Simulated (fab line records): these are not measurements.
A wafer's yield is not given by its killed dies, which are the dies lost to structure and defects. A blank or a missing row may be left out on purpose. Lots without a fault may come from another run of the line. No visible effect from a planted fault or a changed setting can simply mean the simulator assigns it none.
fab line records | flow n5-finfet
[record] lots = 10 | wafers = 30 | last-day = 19
route steps=1938 shown DUMMY_REMOVAL@378 HKMG_FIN@389 BEOL_M4@1111 PASSIVATION@1936
lots with no fault: from the same line, run without faults
start-h: the number of hours between the record's first day and the start of the first shown wafer of the lot | wait-h: hours since the lot's step before | " same as the row above | L1.1+2: several wafers, shown together as one row | - no value present, or no start provided | * or withheld: withheld | < > ~ a bound
route shown NAME@n: a module of which the file shows steps, and the number in the route of the first | usual: the fault-free wafers' mean and standard deviation | same: alike in all rows | chamber/n: place in a boat | sites: each site's reading | _std_site: standard deviation of those values | _edge_site: inner sites' mean taken away from outer sites' mean | radius-mm: for every site, how far away it sits from the centre of the wafer | mask NAME#n: copy n | behind: the tool/chamber that last shaped the wafer | hold: the reason the lot was held/the length of the hold in hours/how it ended | device: the transistor (n, p or np) that didn't switch | end of line: tests run on the same wafers once the route is complete | where a step has no rows: the recipe by itself | killed: at the first sort, the dies lost to defects and structure; wafer yield is something else | map: a wafer's dies, marking killed ones x, the rest . and places with no die _
set.NAME: the setting that was run; set.NAME@STEP: the one run at that earlier step | model.NAME: the simulator's own value behind a step, which no gauge read
route steps across a sampled set of lots; one table per step, one row per wafer
services: from which hour (start-h, from the record's first day; less than 0 if before it) a tool's chamber was out of use, for how many hours, and why
[[steps]]
[step N5_DUMMY_REMOVAL_STRIP_10]
[recipe] chemistry = N2/H2 | time-s = 40 | power-w = 100 | temp-c = 40 | pressure-mtorr = 100 | rf-frequency-hz = 6e+07 | bias-power-w = 3 | n2-flow-sccm = 300 | h2-flow-sccm = 300
[usual] drypump-motor-current-A = 5.9/0.42 | oes-product-au = 0.75/0.055 | rf-vpp-V = 45.2/0.91 | showerhead-plenum-p-Torr = 3.40/0.1 | throttle-valve-pct = 12.32/0.22
lot.wafer | tool        | chamber | start-h | wait-h | drypump-motor-current-A | oes-product-au | rf-hours-counter-h | rf-vpp-V | showerhead-plenum-p-Torr | throttle-valve-pct
L359.3    | rie-diel-04 | 2       | 68.69   | 0.0    | 5.3                     | 0.71           | 231                | 44.6     | 3.35                     | 12.52
L359.5    | "           | 0       | "       | "      | 5.9                     | 0.72           | -                  | 44.3     | 3.50                     | 12.09
L359.6    | "           | 3       | "       | "      | 6.0                     | 0.78           | -                  | 44.3     | 3.39                     | 12.34
L360.2    | rie-diel-04 | 1       | 78.38   | 0.0    | 6.1                     | 0.82           | 93                 | 45.6     | 3.29                     | 12.59
L360.3    | "           | 0       | "       | "      | 5.9                     | 0.72           | 188                | 46.2     | 3.50                     | 12.10
L360.5    | "           | 0       | "       | "      | 5.9                     | 0.72           | -                  | 44.8     | 3.50                     | 12.11
L363.1    | rie-diel-01 | 2       | 93.86   | 0.0    | 5.7                     | 0.79           | 137                | 45.1     | 3.51                     | 12.31
L363.3    | "           | 0       | "       | "      | 6.2                     | 0.69           | 231                | 44.6     | 3.35                     | 12.26
L363.4    | "           | 3       | "       | "      | 6.2                     | 0.76           | 147                | 45.4     | 3.53                     | 12.08
L367.1    | rie-diel-01 | 2       | 121.26  | 0.0    | 5.7                     | 0.78           | 147                | 44.4     | 3.51                     | 12.33
L367.2    | "           | 1       | "       | "      | 6.3                     | 0.73           | 172                | 45.3     | 3.26                     | 12.45
L367.6    | "           | 2       | "       | "      | 5.8                     | 0.77           | -                  | 46.0     | 3.51                     | 12.34
L368.1    | rie-diel-01 | 2       | 124.42  | 0.0    | 5.7                     | 0.78           | 148                | 45.0     | 3.51                     | 12.33
L368.2    | "           | 0       | "       | "      | 6.2                     | 0.68           | 240                | 45.0     | 3.34                     | 12.26
L368.3    | "           | 1       | "       | "      | 6.3                     | 0.73           | 174                | 45.7     | 3.26                     | 12.45
L369.1    | rie-diel-01 | 0       | 128.92  | 0.0    | 6.2                     | 0.68           | 241                | 45.9     | 3.34                     | 12.26
L369.5    | "           | 3       | "       | "      | 6.2                     | 0.75           | -                  | 46.6     | 3.53                     | 12.10
L369.6    | "           | 2       | "       | "      | 5.7                     | 0.77           | -                  | 46.0     | 3.51                     | 12.32
L375.1    | rie-diel-03 | 2       | 167.75  | 0.0    | 4.7                     | 0.77           | 145                | 44.9     | 3.51                     | 12.48
L375.3    | "           | 3       | "       | "      | 6.4                     | 0.86           | 61                 | 43.4     | 3.29                     | 11.95
L375.5    | "           | 2       | "       | "      | 4.7                     | 0.77           | -                  | 46.4     | 3.51                     | 12.47
L378.1    | rie-diel-04 | 1       | 186.91  | 0.0    | 6.1                     | 0.78           | 122                | 44.0     | 3.28                     | 12.65
L378.3    | "           | 3       | "       | "      | 6.0                     | 0.74           | 171                | 45.9     | 3.37                     | 12.43
L378.5    | "           | 0       | "       | "      | 5.9                     | 0.69           | -                  | 44.5     | 3.48                     | 12.17
L380.1    | rie-diel-03 | 1       | 194.06  | 0.0    | 6.1                     | 0.73           | 198                | 46.3     | 3.49                     | 12.44
L380.4    | "           | 3       | "       | "      | 6.4                     | 0.85           | 66                 | 44.6     | 3.28                     | 11.97
L380.6    | "           | 2       | "       | "      | 4.7                     | 0.77           | -                  | 45.8     | 3.51                     | 12.50
L382.1    | rie-diel-01 | 0       | 211.40  | 0.0    | 6.2                     | 0.93           | 7                  | 45.6     | 3.33                     | 11.66
L382.3    | "           | 3       | "       | "      | 6.2                     | 0.75           | 176                | 44.9     | 3.52                     | 12.14
L382.6    | "           | 3       | "       | "      | 6.2                     | 0.74           | -                  | 46.0     | 3.52                     | 12.16
[step N5_HKMG_FIN_ALD_75]
[recipe] material = Al2O3 | target-thk-a = 10 | temp-c = 150 | ald-precursor-family = TMA | ald-co-reactant = H2O | pulse-time-s = withheld | co-reactant-pulse-time-s = 1
[usual] heater-power-w = 151/15 | precursor-pulse-height-rel = 0.999/0.02
lot.wafer | tool      | chamber | start-h | wait-h | heater-power-w | precursor-pulse-height-rel
L359.3    | ald-hk-02 | 3       | 69.70   | 0.0    | 141            | 1.022
L359.5    | "         | 2       | "       | "      | 157            | 1.018
L359.6    | "         | 1       | "       | "      | 166            | 1.052
L360.2    | ald-hk-02 | 3       | 79.38   | 0.0    | 137            | 0.997
L360.3    | "         | 0       | "       | "      | 174            | 0.965
L360.5    | "         | 1       | "       | "      | 163            | 1.023
L363.1    | ald-hk-01 | 0       | 94.86   | 0.0    | 165            | 0.995
L363.3    | "         | 3       | "       | "      | 162            | 1.023
L363.4    | "         | 2       | "       | "      | 145            | 0.990
L367.1    | ald-hk-02 | 1       | 122.40  | 0.0    | 166            | 0.968
L367.2    | "         | 2       | "       | "      | 154            | 1.004
L367.6    | "         | 3       | "       | "      | 136            | 0.980
L368.1    | ald-hk-02 | 3       | 125.42  | 0.0    | 142            | 0.985
L368.2    | "         | 2       | "       | "      | 153            | 0.993
L368.3    | "         | 0       | "       | "      | 170            | 0.989
L369.1    | ald-hk-03 | 1       | 129.91  | 0.0    | 148            | 0.988
L369.5    | "         | 3       | "       | "      | 157            | 0.990
L369.6    | "         | 0       | "       | "      | 140            | 0.973
L375.1    | ald-hk-01 | 2       | 168.75  | 0.0    | 146            | 1.015
L375.3    | "         | 1       | "       | "      | 123            | 0.992
L375.5    | "         | 1       | "       | "      | 124            | 0.990
L378.1    | ald-hk-01 | 0       | 187.97  | 0.0    | 163            | 1.005
L378.3    | "         | 2       | "       | "      | 146            | 0.980
L378.5    | "         | 0       | "       | "      | 160            | 0.984
L380.1    | ald-hk-01 | 2       | 195.08  | 0.0    | 142            | 1.000
L380.4    | "         | 3       | "       | "      | 158            | 1.005
L380.6    | "         | 3       | "       | "      | 158            | 1.012
L382.1    | ald-hk-03 | 2       | 212.42  | 0.0    | 136            | 1.005
L382.3    | "         | 0       | "       | "      | 139            | 0.998
L382.6    | "         | 2       | "       | "      | 137            | 0.990
[step N5_HKMG_FIN_CD_MEAS_49]
[recipe] target-cd-nm = 202 | landing-energy-ev = 500 | detector = se-inlens | polarity = opening
[usual] cd-nm = 202.1/0.61
[same] landing-energy-ev = 500
lot.wafer | tool      | chamber | start-h | wait-h | cd-nm
L359.3    | cd-sem-03 | 0       | 70.16   | -      | 202.0
L359.5    | "         | 0       | "       | "      | 201.8
L359.6    | "         | 0       | "       | "      | 202.6
L360.2    | cd-sem-01 | 0       | 79.85   | -      | 202.6
L360.3    | "         | 0       | "       | "      | 202.9
L360.5    | "         | 0       | "       | "      | 202.2
L363.1    | cd-sem-03 | 0       | 95.20   | -      | 201.0
L363.3    | "         | 0       | "       | "      | 202.5
L363.4    | "         | 0       | "       | "      | 201.9
L367.1    | cd-sem-02 | 0       | 122.86  | -      | 201.5
L367.2    | "         | 0       | "       | "      | 202.5
L367.6    | "         | 0       | "       | "      | 201.1
L368.1    | cd-sem-03 | 0       | 125.76  | -      | 201.6
L368.2    | "         | 0       | "       | "      | 202.6
L368.3    | "         | 0       | "       | "      | 203.1
L369.1    | cd-sem-01 | 0       | 130.26  | -      | 202.5
L369.5    | "         | 0       | "       | "      | 202.1
L369.6    | "         | 0       | "       | "      | 201.5
L375.1    | cd-sem-02 | 0       | 169.22  | -      | 202.4
L375.3    | "         | 0       | "       | "      | 201.7
L375.5    | "         | 0       | "       | "      | 201.4
L378.1    | cd-sem-03 | 0       | 188.31  | -      | 202.0
L378.3    | "         | 0       | "       | "      | 202.0
L378.5    | "         | 0       | "       | "      | 201.7
L380.1    | cd-sem-01 | 0       | 195.55  | -      | 201.3
L380.4    | "         | 0       | "       | "      | 201.9
L380.6    | "         | 0       | "       | "      | 201.2
L382.1    | cd-sem-03 | 0       | 212.89  | -      | 201.5
L382.3    | "         | 0       | "       | "      | 201.8
L382.6    | "         | 0       | "       | "      | 201.7
[step N5_HKMG_FIN_OVL_MEAS_50]
[recipe] points-per-wafer = 44
[usual] NDIPOLE_OVL = 0.4/0.76
lot.wafer | tool       | chamber | start-h | wait-h | NDIPOLE_OVL[nm]
L359.3    | overlay-01 | 0       | 70.19   | 0.0    | -0.2
L359.5    | "          | 0       | "       | "      | 0.8
L359.6    | "          | 0       | "       | "      | 1.1
L360.2    | overlay-01 | 0       | 79.88   | 0.0    | 1.1
L360.3    | "          | 0       | "       | "      | 1.4
L360.5    | "          | 0       | "       | "      | -0.7
L363.1    | overlay-01 | 0       | 95.23   | 0.0    | -1.3
L363.3    | "          | 0       | "       | "      | -0.4
L363.4    | "          | 0       | "       | "      | 0.5
L367.1    | overlay-02 | 0       | 122.89  | 0.0    | -0.2
L367.2    | "          | 0       | "       | "      | 0.5
L367.6    | "          | 0       | "       | "      | -0.5
L368.1    | overlay-02 | 0       | 125.79  | 0.0    | 0.3
L368.2    | "          | 0       | "       | "      | 1.0
L368.3    | "          | 0       | "       | "      | -0.9
L369.1    | overlay-01 | 0       | 130.29  | 0.0    | -0.5
L369.5    | "          | 0       | "       | "      | 0.4
L369.6    | "          | 0       | "       | "      | 0.2
L375.1    | overlay-01 | 0       | 169.25  | 0.0    | 0.4
L375.3    | "          | 0       | "       | "      | -0.7
L375.5    | "          | 0       | "       | "      | -0.6
L378.1    | overlay-02 | 0       | 188.34  | 0.0    | 1.1
L378.3    | "          | 0       | "       | "      | 0.3
L378.5    | "          | 0       | "       | "      | 0.9
L380.1    | overlay-02 | 0       | 195.58  | 0.0    | -0.6
L380.4    | "          | 0       | "       | "      | -0.6
L380.6    | "          | 0       | "       | "      | -0.1
L382.1    | overlay-01 | 0       | 212.92  | 0.0    | -0.3
L382.3    | "          | 0       | "       | "      | -0.5
L382.6    | "          | 0       | "       | "      | -0.8
[step N5_HKMG_FIN_INSPECT_61]
[recipe] mode = adi | inspect-instrument = macro
[usual] raw-defect-count = 2.0/1.4
lot.wafer | tool              | chamber | start-h | wait-h | raw-defect-count
L359.3    | defect-inspect-02 | -       | 70.22   | 0.0    | 3
L359.5    | "                 | -       | "       | "      | 3
L359.6    | "                 | -       | "       | "      | 6
L360.2    | defect-inspect-02 | -       | 79.90   | 0.0    | 2
L360.3    | "                 | -       | "       | "      | 4
L360.5    | "                 | -       | "       | "      | 0
L363.1    | defect-inspect-01 | -       | 95.26   | 0.0    | 0
L363.3    | "                 | -       | "       | "      | 5
L363.4    | "                 | -       | "       | "      | 1
L367.1    | defect-inspect-01 | -       | 122.92  | 0.0    | 4
L367.2    | "                 | -       | "       | "      | 1
L367.6    | "                 | -       | "       | "      | >300
L368.1    | defect-inspect-02 | -       | 125.81  | 0.0    | >300
L368.2    | "                 | -       | "       | "      | 0
L368.3    | "                 | -       | "       | "      | 2
L369.1    | defect-inspect-02 | -       | 130.31  | 0.0    | 1
L369.5    | "                 | -       | "       | "      | 5
L369.6    | "                 | -       | "       | "      | 2
L375.1    | defect-inspect-02 | -       | 169.27  | 0.0    | 1
L375.3    | "                 | -       | "       | "      | 2
L375.5    | "                 | -       | "       | "      | 0
L378.1    | defect-inspect-01 | -       | 188.36  | 0.0    | 2
L378.3    | "                 | -       | "       | "      | 3
L378.5    | "                 | -       | "       | "      | 2
L380.1    | defect-inspect-02 | -       | 195.60  | 0.0    | 3
L380.4    | "                 | -       | "       | "      | 1
L380.6    | "                 | -       | "       | "      | 1
L382.1    | defect-inspect-01 | -       | 212.94  | 0.0    | 0
L382.3    | "                 | -       | "       | "      | 1
L382.6    | "                 | -       | "       | "      | 2
[step N5_BEOL_M4_RC_MEAS_101]
[usual] DIBL_N = 36.0/1.6 | DIBL_P = 35.8/2 | IOFF_N = 0.152/0.03 | IOFF_P = 0.20/0.031 | ION_N = 670/12 | ION_P = 459/7.4 | SS_N = 71.5/0.56 | SS_P = 73.2/0.64 | VT_N = 251/3.5 | VT_P = -252/3.3
lot.wafer | tool      | chamber | start-h | wait-h | DIBL_N[mV/V] | DIBL_P[mV/V] | IOFF_N[nA/um] | IOFF_P[nA/um] | ION_N[uA/um] | ION_P[uA/um] | SS_N[mV/dec] | SS_P[mV/dec] | VT_N[mV] | VT_P[mV]
L359.3    | prober-02 | 0       | 200.04  | 0.3    | 36.5         | 36.9         | 0.170         | 0.23          | 681          | 467          | 72.2         | 73.9         | 246      | -247
L359.5    | "         | 0       | "       | "      | 36.4         | 36.1         | 0.159         | 0.22          | 664          | 457          | 72.2         | 73.9         | 251      | -246
L359.6    | "         | 0       | "       | "      | 35.1         | 35.6         | 0.143         | 0.22          | 675          | 469          | 72.0         | 73.2         | 252      | -246
L360.2    | prober-02 | 0       | 203.82  | 0.2    | 36.7         | 35.8         | 0.154         | 0.20          | 674          | 462          | 72.0         | 73.0         | 251      | -253
L360.3    | "         | 0       | "       | "      | 36.7         | 35.5         | 0.141         | 0.19          | 657          | 454          | 71.0         | 73.0         | 254      | -254
L360.5    | "         | 0       | "       | "      | 33.5         | 31.3         | 0.101         | 0.15          | 650          | 450          | 71.0         | 72.1         | 255      | -256
L363.1    | prober-01 | 0       | 219.21  | 0.0    | 37.4         | 36.7         | 0.151         | 0.20          | 674          | 461          | 71.8         | 73.6         | 253      | -252
L363.3    | "         | 0       | "       | "      | 35.9         | 35.6         | 0.125         | 0.18          | 656          | 455          | 71.3         | 73.2         | 255      | -250
L363.4    | "         | 0       | "       | "      | 37.2         | 37.0         | 0.155         | 0.20          | 680          | 463          | 72.1         | 73.6         | 250      | -253
L367.1    | prober-01 | 0       | 245.94  | 0.0    | 34.2         | 33.1         | 0.111         | 0.15          | 654          | 447          | 71.0         | 71.8         | 257      | -257
L367.2    | "         | 0       | "       | "      | 35.1         | 34.1         | 0.124         | 0.15          | 647          | 441          | 71.6         | 72.7         | 255      | -255
L367.6    | "         | 0       | "       | "      | 36.6         | 36.1         | 0.150         | 0.18          | 663          | 451          | 72.1         | 73.1         | 251      | -256
L368.1    | prober-01 | 0       | 247.01  | 0.0    | 33.3         | 33.0         | 0.110         | 0.16          | 659          | 457          | 71.8         | 72.7         | 253      | -254
L368.2    | "         | 0       | "       | "      | 34.2         | 35.2         | 0.129         | 0.19          | 661          | 457          | 71.1         | 73.3         | 252      | -252
L368.3    | "         | 0       | "       | "      | 36.2         | 38.0         | 0.170         | 0.23          | 678          | 463          | 71.6         | 73.7         | 249      | -247
L369.1    | prober-02 | 0       | 252.74  | 0.0    | 35.8         | 35.9         | 0.134         | 0.17          | 677          | 452          | 71.8         | 72.7         | 252      | -258
L369.5    | "         | 0       | "       | "      | 35.1         | 35.9         | 0.132         | 0.18          | 669          | 467          | 71.2         | 72.4         | 252      | -256
L369.6    | "         | 0       | "       | "      | 36.3         | 36.2         | 0.141         | 0.17          | 662          | 451          | 71.6         | 73.2         | 253      | -258
L375.1    | prober-01 | 0       | 301.95  | 0.0    | 37.7         | 38.1         | 0.196         | 0.22          | 686          | 459          | 71.2         | 73.9         | 244      | -251
L375.3    | "         | 0       | "       | "      | 34.9         | 35.4         | 0.150         | 0.18          | 691          | 471          | 71.1         | 72.9         | 247      | -252
L375.5    | "         | 0       | "       | "      | 34.7         | 34.2         | 0.131         | 0.16          | 664          | 449          | 70.7         | 72.5         | 250      | -255
L380.1    | prober-02 | 0       | 315.94  | 0.0    | 35.4         | 35.1         | 0.126         | 0.16          | 651          | 441          | 71.2         | 72.9         | 253      | -254
L380.4    | "         | 0       | "       | "      | 35.7         | 37.0         | 0.139         | 0.18          | 671          | 461          | 71.3         | 73.1         | 253      | -252
L380.6    | "         | 0       | "       | "      | 38.8         | 40.0         | 0.190         | 0.23          | 671          | 449          | 72.2         | 74.8         | 247      | -251
L378.1    | prober-02 | 0       | 317.40  | 0.0    | 35.8         | 34.9         | 0.155         | 0.19          | 680          | 462          | 71.8         | 72.8         | 249      | -252
L378.3    | "         | 0       | "       | "      | 33.6         | 31.3         | 0.109         | 0.14          | 653          | 449          | 71.5         | 73.0         | 257      | -256
L378.5    | "         | 0       | "       | "      | 34.9         | 33.4         | 0.135         | 0.17          | 674          | 463          | 71.9         | 72.8         | 250      | -253
L382.1    | prober-02 | 0       | 347.34  | 0.0    | 34.3         | 34.4         | 0.129         | 0.17          | 655          | 454          | 70.4         | 72.7         | 250      | -253
L382.3    | "         | 0       | "       | "      | 31.8         | 30.1         | 0.087         | 0.11          | 632          | 435          | 71.7         | 71.6         | 259      | -261
L382.6    | "         | 0       | "       | "      | 33.2         | 32.1         | 0.113         | 0.14          | 658          | 449          | 71.2         | 72.2         | 255      | -258
[step N5_PASSIVATION_PROBE_49]
[usual] defect-limited-yield = 91.6/1.4 | killed_at_M0_to_M3 = 33/10 | killed_at_M4_up = 13/5.3 | killed-at-contacts = 13/5.9 | killed-at-front-end = 36/12 | killed-at-other = 4/3.1 | killed-dies = 99/16 | killed-on-rim = 13/4.2 | killed-open = 65/13 | killed-short = 32/7.3 | sort_bin_5_function = 4.9/0.9 | sort_bin_6_memory = 3.1/0.66 | sort_bin_8_speed = 0.0/0.42 | sort-n-pass = 1081/17 | sort-yield-pct = 91.6/1.4
[same] gross-dies = 1180 | killed-at-back-side = 0 | sort_bin_4_leakage[%] = 0
lot.wafer | tool      | chamber | start-h | wait-h | defect-limited-yield[%] | killed_at_M0_to_M3 | killed_at_M4_up | killed-at-contacts | killed-at-front-end | killed-at-other | killed-dies | killed-on-rim | killed-open | killed-short | sort_bin_5_function[%] | sort_bin_6_memory[%] | sort_bin_8_speed[%] | sort-n-pass | sort-yield-pct[%]
L363.1    | prober-01 | -       | 331.51  | 0.0    | 88.4                    | 21                 | 18              | 16                 | 76                  | 6               | 137         | 24            | 82          | 52           | 6.9                    | 4.5                  | 0                   | 1043        | 88.4
L363.3    | prober-01 | -       | 331.61  | 0.1    | 88.1                    | 33                 | 8               | 28                 | 56                  | 15              | 140         | 15            | 99          | 39           | 6.9                    | 4.5                  | 0                   | 1040        | 88.1
L363.4    | prober-01 | -       | 331.66  | 0.2    | 90.6                    | 21                 | 21              | 19                 | 48                  | 2               | 111         | 19            | 75          | 34           | 5.3                    | 3.7                  | 0                   | 1069        | 90.6
L367.1    | prober-01 | -       | 349.35  | 0.0    | 89.8                    | 53                 | 17              | 14                 | 31                  | 5               | 120         | 17            | 74          | 43           | 5.9                    | 3.6                  | 0                   | 1060        | 89.8
L367.2    | prober-01 | -       | 349.40  | 0.1    | 92.7                    | 29                 | 14              | 11                 | 26                  | 6               | 86          | 18            | 55          | 26           | 3.7                    | 3.2                  | 0                   | 1094        | 92.7
L367.6    | prober-01 | -       | 349.60  | 0.3    | 86.4                    | 39                 | 10              | 9                  | 92                  | 10              | 160         | 32            | 73          | 30           | 7.7                    | 4.3                  | 0                   | 1020        | 86.4
L368.1    | prober-01 | -       | 350.02  | 0.0    | 89.3                    | 23                 | 12              | 11                 | 79                  | 1               | 126         | 29            | 48          | 31           | 6.4                    | 3.1                  | 0                   | 1054        | 89.3
L368.2    | prober-01 | -       | 350.07  | 0.1    | 93.4                    | 17                 | 14              | 9                  | 36                  | 2               | 78          | 9             | 49          | 27           | 4.4                    | 2.0                  | 0                   | 1102        | 93.4
L368.3    | prober-01 | -       | 350.12  | 0.1    | 92.9                    | 25                 | 6               | 11                 | 41                  | 1               | 84          | 14            | 49          | 34           | 4.8                    | 2.1                  | 0                   | 1096        | 92.9
L369.5    | prober-02 | -       | 353.56  | 0.2    | 91.9                    | 31                 | 27              | 3                  | 28                  | 6               | 95          | 10            | 62          | 33           | 4.5                    | 3.3                  | 0                   | 1085        | 91.9
L369.6    | prober-02 | -       | 353.61  | 0.3    | 89.9                    | 50                 | 8               | 12                 | 40                  | 9               | 119         | 26            | 80          | 37           | 5.8                    | 3.6                  | 0                   | 1061        | 89.9
L375.1    | prober-02 | -       | 414.47  | 0.0    | 89.7                    | 29                 | 14              | 6                  | 68                  | 4               | 121         | 14            | 83          | 38           | 6.2                    | 4.0                  | 0                   | 1059        | 89.7
L375.3    | prober-02 | -       | 414.57  | 0.1    | 90.7                    | 40                 | 27              | 10                 | 32                  | 1               | 110         | 15            | 77          | 32           | 5.4                    | 3.6                  | 0                   | 1070        | 90.7
L375.5    | prober-02 | -       | 414.67  | 0.2    | 92.6                    | 35                 | 4               | 16                 | 30                  | 2               | 87          | 13            | 66          | 20           | 4.0                    | 3.4                  | 0                   | 1093        | 92.6
// killed by level:class
L363.1 FIN_SAQP:geometric-particle:short=22 FIN_SAQP:geometric-particle:open=15 MOL_CONTACT_COAG:geometric-particle:open=13 BEOL_M4:geometric-particle:open=11 STI_FIN_REVEAL:geometric-particle:open=10 DUMMY_GATE:geometric-particle:open=7 BEOL_M2:geometric-particle:open=5 MOL_CONTACT_COAG:geometric-particle:short=3
L363.3 MOL_CONTACT_COAG:geometric-particle:open=20 DUMMY_GATE:geometric-particle:open=18 STI_FIN_REVEAL:geometric-particle:open=12 BEOL_M3:geometric-particle:open=9 MOL_CONTACT_COAG:geometric-particle:short=7 BEOL_M0_SAQP:geometric-particle:open=6 BEOL_M2:geometric-particle:open=5 STI_FIN_REVEAL:geometric-particle:short=4
L363.4 MOL_CONTACT_COAG:geometric-particle:open=13 STI_FIN_REVEAL:geometric-particle:open=12 FIN_SAQP:geometric-particle:open=9 FIN_SAQP:geometric-particle:short=8 MOL_CONTACT_COAG:geometric-particle:short=6 BEOL_M0_SAQP:geometric-particle:open=6 DUMMY_GATE:geometric-particle:open=5 BEOL_M2:geometric-particle:open=5
L367.1 BEOL_M0_SAQP:geometric-particle:open=15 BEOL_M0_SAQP:geometric-particle:short=15 BEOL_M1:geometric-particle:open=14 MOL_CONTACT_COAG:geometric-particle:open=12 FIN_SAQP:geometric-particle:open=6 BEOL_M1:geometric-particle:short=6 BEOL_M4:geometric-particle:short=6 STI_FIN_REVEAL:geometric-particle:open=4
L367.2 BEOL_M0_SAQP:geometric-particle:open=7 MOL_CONTACT_COAG:geometric-particle:open=7 BEOL_M0_SAQP:geometric-particle:short=6 BEOL_M2:geometric-particle:open=6 BEOL_M4:geometric-particle:open=6 FIN_SAQP:geometric-particle:open=4 FIN_SAQP:geometric-particle:short=4 STI_FIN_REVEAL:geometric-particle:open=4
L367.6 HKMG_FIN:unspecified=48 STI_FIN_REVEAL:geometric-particle:open=10 BEOL_M0_SAQP:geometric-particle:open=9 MOL_CONTACT_COAG:geometric-particle:open=8 BEOL_M0_SAQP:geometric-particle:short=7 BEOL_M2:geometric-particle:open=6 BEOL_M3:geometric-particle:open=6 GATE_CUT:geometric-particle:short=5
L368.1 HKMG_FIN:unspecified=42 FIN_SAQP:geometric-particle:short=11 MOL_CONTACT_COAG:geometric-particle:open=8 BEOL_M0_SAQP:geometric-particle:open=7 BEOL_M0_SAQP:geometric-particle:short=7 STI_FIN_REVEAL:geometric-particle:open=6 BEOL_M2:geometric-particle:open=4 BEOL_M4:geometric-particle:open=4
L368.2 FIN_SAQP:geometric-particle:short=10 MOL_CONTACT_COAG:geometric-particle:open=9 FIN_SAQP:geometric-particle:open=6 GATE_CUT:geometric-particle:short=5 BEOL_M0_SAQP:geometric-particle:open=5 BEOL_M2:geometric-particle:open=5 BEOL_M4:geometric-particle:open=5 STI_FIN_REVEAL:geometric-particle:open=4
L368.3 FIN_SAQP:geometric-particle:short=13 MOL_CONTACT_COAG:geometric-particle:open=10 FIN_SAQP:geometric-particle:open=6 DUMMY_GATE:geometric-particle:open=6 BEOL_M0_SAQP:geometric-particle:open=4 BEOL_M1:geometric-particle:open=4 BEOL_M2:geometric-particle:open=4 DUMMY_GATE:geometric-particle:short=3
L369.5 BEOL_M4:geometric-particle:open=14 BEOL_M0_SAQP:geometric-particle:open=8 STI_FIN_REVEAL:geometric-particle:open=6 BEOL_M0_SAQP:geometric-particle:short=6 BEOL_M4:geometric-particle:short=5 BEOL_M1:geometric-particle:open=5 BEOL_M3:geometric-particle:open=4 STARTING-WAFER:geometric-particle:open=4
L369.6 BEOL_M0_SAQP:geometric-particle:short=12 STI_FIN_REVEAL:geometric-particle:open=11 MOL_CONTACT_COAG:geometric-particle:open=10 BEOL_M2:geometric-particle:open=9 BEOL_M3:geometric-particle:open=8 BEOL_M0_SAQP:geometric-particle:open=7 BEOL_M1:geometric-particle:open=7 DUMMY_GATE:geometric-particle:open=5
L375.1 STI_FIN_REVEAL:geometric-particle:open=27 FIN_SAQP:geometric-particle:short=9 ILD0:geometric-particle:open=6 BEOL_M3:geometric-particle:open=6 ILD0:geometric-particle:short=5 MOL_CONTACT_COAG:geometric-particle:open=5 BEOL_M4:geometric-particle:open=5 BEOL_M0_SAQP:geometric-particle:short=4
L375.3 BEOL_M2:geometric-particle:open=11 MOL_CONTACT_COAG:geometric-particle:open=8 BEOL_M4:geometric-particle:open=8 BEOL_M0_SAQP:geometric-particle:open=7 STI_FIN_REVEAL:geometric-particle:open=6 BEOL_M1:geometric-particle:open=6 BEOL_M3:geometric-particle:open=5 DUMMY_GATE:geometric-particle:open=4
L375.5 STI_FIN_REVEAL:geometric-particle:open=12 MOL_CONTACT_COAG:geometric-particle:open=12 BEOL_M3:geometric-particle:open=10 BEOL_M2:geometric-particle:open=7 BEOL_M0_SAQP:geometric-particle:open=6 MOL_CONTACT_COAG:geometric-particle:short=4 BEOL_M1:geometric-particle:open=4 DUMMY_GATE:geometric-particle:open=3
[[services]]
tool        | chamber | start-h | hours | kind
ald-hk-03   | -       | 102.13  | 14.6  | pm
ald-hk-02   | -       | 105.97  | 8.7   | pm
rie-diel-04 | 2       | 115.56  | 19.2  | repair
rie-diel-01 | 3       | 139.01  | 5.3   | repair
rie-diel-04 | 2       | 153.49  | 7.9   | repair
rie-diel-03 | 2       | 154.27  | 4.0   | repair
rie-diel-01 | 0       | 162.16  | -     | clean
rie-diel-01 | 0       | 162.16  | -     | consumable-replace:focus-ring
rie-diel-01 | 0       | 162.16  | 22.8  | scheduled-down
rie-diel-01 | 0       | 162.16  | 22.8  | vent-cycle
ald-hk-03   | -       | 166.19  | 2.8   | pm
rie-diel-04 | 2       | 172.44  | -     | clean
rie-diel-04 | 2       | 172.44  | -     | consumable-replace:focus-ring
rie-diel-04 | 2       | 172.44  | 14.8  | scheduled-down
rie-diel-04 | 2       | 172.44  | 14.8  | vent-cycle
rie-diel-01 | 3       | 175.59  | 15.8  | repair
rie-diel-03 | -       | 179.33  | 2.8   | pm
rie-diel-04 | 2       | 200.78  | 4.9   | repair
ald-hk-02   | -       | 206.69  | 2.8   | pm
rie-diel-04 | 0       | 210.17  | 13.3  | repair
[[key]]
[first-sign] step = N5_HKMG_FIN_INSPECT_61 | reading = raw-defect-count | direction = up | sigmas = 99+ | usual = 2.0 | struck = >300
[effect] step = N5_PASSIVATION_PROBE_49 | reading = killed-at-front-end | direction = up | sigmas = 4.2 | usual = 36 | struck = 86
[more-kills-born-at] N5_HKMG_FIN_ALD_75@ald-hk-02 = 90
met-at N5_HKMG_FIN_ALD_75
struck-lots L367,L368
struck-wafers L367.6,L368.1
not-acting-at N5_DUMMY_REMOVAL_STRIP_10,N5_HKMG_FIN_CD_MEAS_49,N5_HKMG_FIN_OVL_MEAS_50
onset-between 79.38 122.40
[fault] kind = chamber-particle-source | tool = ald-hk-02 | chamber = 3 | onset-h = 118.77 | steps = N5_HKMG_FIN_ALD_75 | rate-per-visit-cm2 = 0.85671 | end-h = 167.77
